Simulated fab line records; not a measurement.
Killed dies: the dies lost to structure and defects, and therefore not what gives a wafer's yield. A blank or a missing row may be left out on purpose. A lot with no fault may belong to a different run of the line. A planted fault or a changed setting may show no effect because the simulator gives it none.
The tool behind it: which one? | flow nand-harc | Sampling: 6 lots, 18 wafers, 5 of 1302 route steps

WHAT THE GAUGES READ, wafer by wafer
NHARC_END_SORT_01.
lot  | measured     | on        | killed-at-array
L717 | day 29 03:23 | prober-02 | 78 88 96
L726 | day 33 07:13 | prober-01 | 40 672 44
L727 | day 34 00:46 | prober-01 | 59 55 42

EACH LOT AND THE TOOL THAT RAN IT (in order: tool; ch and the chambers of the sampled wafers; start)
lot  | NHARC_A_CONTACT_ETCH_106           | NHARC_A_CONTACT_ETCH_88            | NHARC_A_CONTACT_ETCH_137             | NHARC_A_CONTACT_ETCH_138
L706 | rie-diel-01 ch 0,2,3, day 22 17:29 | rie-diel-01 ch 0,1,2, day 22 20:53 | har-cap-etch-02 ch 0,1, day 22 22:41 | har-cap-etch-02 ch 0,1, day 22 22:57
L710 | rie-diel-11 ch 0,2,3, day 25 17:35 | rie-diel-01 ch 0,3, day 25 20:51   | har-cap-etch-01 ch 0,1, day 25 23:22 | har-cap-etch-01 ch 0,1, day 25 23:52
L717 | rie-diel-05 ch 0,1,2, day 26 18:21 | rie-diel-01 ch 1,2, day 27 01:12   | har-cap-etch-01 ch 0,1, day 27 03:17 | har-cap-etch-01 ch 0,1, day 27 03:39
L715 | rie-diel-01 ch 0,2,3, day 27 04:11 | rie-diel-01 ch 1,2,3, day 27 07:36 | har-cap-etch-02 ch 0,1, day 27 09:25 | har-cap-etch-02 ch 0,1, day 27 09:42
L726 | rie-diel-01 ch 0,1, day 31 02:40   | rie-diel-01 ch 0,1, day 31 07:07   | har-cap-etch-01 ch 0,1, day 31 09:06 | har-cap-etch-01 ch 0,1, day 31 09:23
L727 | rie-diel-11 ch 1,2, day 31 15:05   | rie-diel-11 ch 1,2,3, day 31 23:04 | har-cap-etch-01 ch 0,1, day 32 00:50 | har-cap-etch-01 ch 0,1, day 32 01:06
- NHARC_A_CONTACT_ETCH_106: etches the open film in CF4/O2, target depth 90 nm, overetch 9 nm, time 49.5 s.
- NHARC_A_CONTACT_ETCH_88: etches the open film in CF4, target depth 39 nm, time 65 s.
- NHARC_A_CONTACT_ETCH_137: etches the open film in C4F8/O2/Ar, time 311 s, target depth 1912 nm.
- NHARC_A_CONTACT_ETCH_138: etches the open film in C4F8/O2/Ar, time 311 s, target depth 1914 nm.

THE ANSWER, worked out from the rows above alone
Rule: what is usual is taken from the lots themselves. Put in order of their means at a reading, lots are off if they are a third of the lots or fewer, leave a main group of 4 or more, and stand apart from it by a gap of 3 or more times the standard deviation of the main group's means; of several such gaps the widest counts. A main group is skipped when, at the precision printed for the reading in the tables above, its means are all equal. Also off: a lot with no number at a reading for which 4 or more lots have one. All remaining lots with rows at the step are treated as sound.
Across all readings shown, no lot is off: no conclusion can be drawn from this.

WHAT THE SIMULATOR PUT IN
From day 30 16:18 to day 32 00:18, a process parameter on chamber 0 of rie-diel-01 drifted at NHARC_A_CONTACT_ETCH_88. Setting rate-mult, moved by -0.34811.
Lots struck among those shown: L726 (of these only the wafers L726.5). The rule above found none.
